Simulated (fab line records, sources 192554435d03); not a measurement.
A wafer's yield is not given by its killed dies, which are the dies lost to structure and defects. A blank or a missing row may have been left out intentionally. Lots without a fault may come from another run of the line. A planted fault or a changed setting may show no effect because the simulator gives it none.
Lot-split experiment    flow n5-finfet    7 lots, 39 wafers read, on a route of 1938 steps

SPLIT DETAILS
At N5_MOL_CONTACT_COAG_VIA_ETCH_117 (etches SiO2 in C4F6/O2, target depth 40 nm, overetch 8 nm, time 26 s), the setting bias-w was moved away from the recipe's 455 W on 12 of the 39 wafers read, by -9.3% to +15.5%. For the rest of the wafers, this setting stayed at what the recipe calls for.

The reading comes from the split's own step.

THE READING
rf-vpp-V, in V, at N5_MOL_CONTACT_COAG_VIA_ETCH_117 (etches SiO2 in C4F6/O2, target depth 40 nm, overetch 8 nm, time 26 s). Fault-free wafers of this fab line usually give 1571 V, standard deviation 24 V.

wafer   tool, chamber at the split  bias-w as run, W  against the recipe  rf-vpp-V, V  against lot-mates on the recipe
L079.1  rie-diel-02, 2              455               recipe              1537         -
L079.2  rie-diel-02, 3              455               recipe              1606         -
L079.3  rie-diel-02, 1              455               recipe              1567         -
L079.4  rie-diel-02, 3              455               recipe              1606         -
L079.5  rie-diel-02, 1              455               recipe              1566         -
L079.6  rie-diel-02, 3              455               recipe              1607         -
L080.1  rie-diel-06, 3              417.2             -8.3%               1468         -84
L080.2  rie-diel-06, 0              455               recipe              1552         -
L080.3  rie-diel-06, 2              455               recipe              1545         -
L080.4  rie-diel-06, 1              417.2             -8.3%               1459         -93
L080.5  rie-diel-06, 2              417.2             -8.3%               1446         -106
L080.6  rie-diel-06, 1              455               recipe              1558         -
L082.1  rie-diel-02, 2              525.7             +15.5%              1711         +118
L082.2  rie-diel-02, 3              455               recipe              1607         -
L082.3  rie-diel-02, 0              525.7             +15.5%              1766         +173
L082.4  rie-diel-02, 1              455               recipe              1566         -
L082.5  rie-diel-02, 0              525.7             +15.5%              1766         +173
L082.6  rie-diel-02, 3              455               recipe              1606         -
L085.2  rie-diel-02, 1              455               recipe              1566         -
L085.5  rie-diel-02, 0              455               recipe              1586         -
L085.6  rie-diel-02, 3              455               recipe              1606         -
L087.1  rie-diel-02, 1              412.9             -9.3%               1456         -103
L087.2  rie-diel-02, 0              412.9             -9.3%               1472         -87
L087.3  rie-diel-02, 2              455               recipe              1535         -
L087.4  rie-diel-02, 3              455               recipe              1607         -
L087.5  rie-diel-02, 2              455               recipe              1535         -
L087.6  rie-diel-02, 3              412.9             -9.3%               1493         -66
L090.1  rie-diel-02, 1              455               recipe              1566         -
L090.2  rie-diel-02, 3              455               recipe              1606         -
L090.3  rie-diel-02, 0              455               recipe              1586         -
L090.4  rie-diel-02, 2              455               recipe              1536         -
L090.5  rie-diel-02, 2              455               recipe              1537         -
L090.6  rie-diel-02, 1              455               recipe              1568         -
L096.1  rie-diel-02, 0              433.1             -4.8%               1528         -41
L096.2  rie-diel-02, 1              455               recipe              1566         -
L096.3  rie-diel-02, 3              455               recipe              1604         -
L096.4  rie-diel-02, 2              433.1             -4.8%               1479         -90
L096.5  rie-diel-02, 1              433.1             -4.8%               1508         -61
L096.6  rie-diel-02, 2              455               recipe              1536         -

THE FIT
A straight line over all 39 wafers: rf-vpp-V changes by +11.7 V for each +1% of bias-w; r = +0.93; the points scatter about the line by 26 V.
The same after taking each lot's own level away (the mean of its wafers on the recipe; 39 wafers): +10.2 V for each +1%; r = +0.93; scatter 24 V.
On that fit, the largest move of bias-w shifts the reading by 1.6e+02 V.
Across the lots, their own levels run from 1551.7 to 1593.0 V, a range of 1.7 times the standard deviation given above.
In other words, the slope is changed by the lot-to-lot level; the two fits disagree.
Check: for one of the wafers moved furthest among these (+15.5%), held out of the fit, the line's prediction against its lot-mates is +169 V. It came out at +118 V against them.
Tool readings at the split's step, against how far the setting was moved: rf-vpp-V r = +0.93.

FURTHER SPLITS ON THESE WAFERS
These wafers also went through other splits before the reading. Each is held against what the fit with the lots' levels taken away leaves over:
other split on the same wafers  wafers away from the commonest value  r with rf-vpp-V (lot level and that fit taken away)
N5_FIN_SAQP_ALD_61 ald-cycles   15                                    +0.13

THE FILE'S OWN FIT
rf-vpp-V changes by +10.2 V for each +1% of bias-w, r = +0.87.
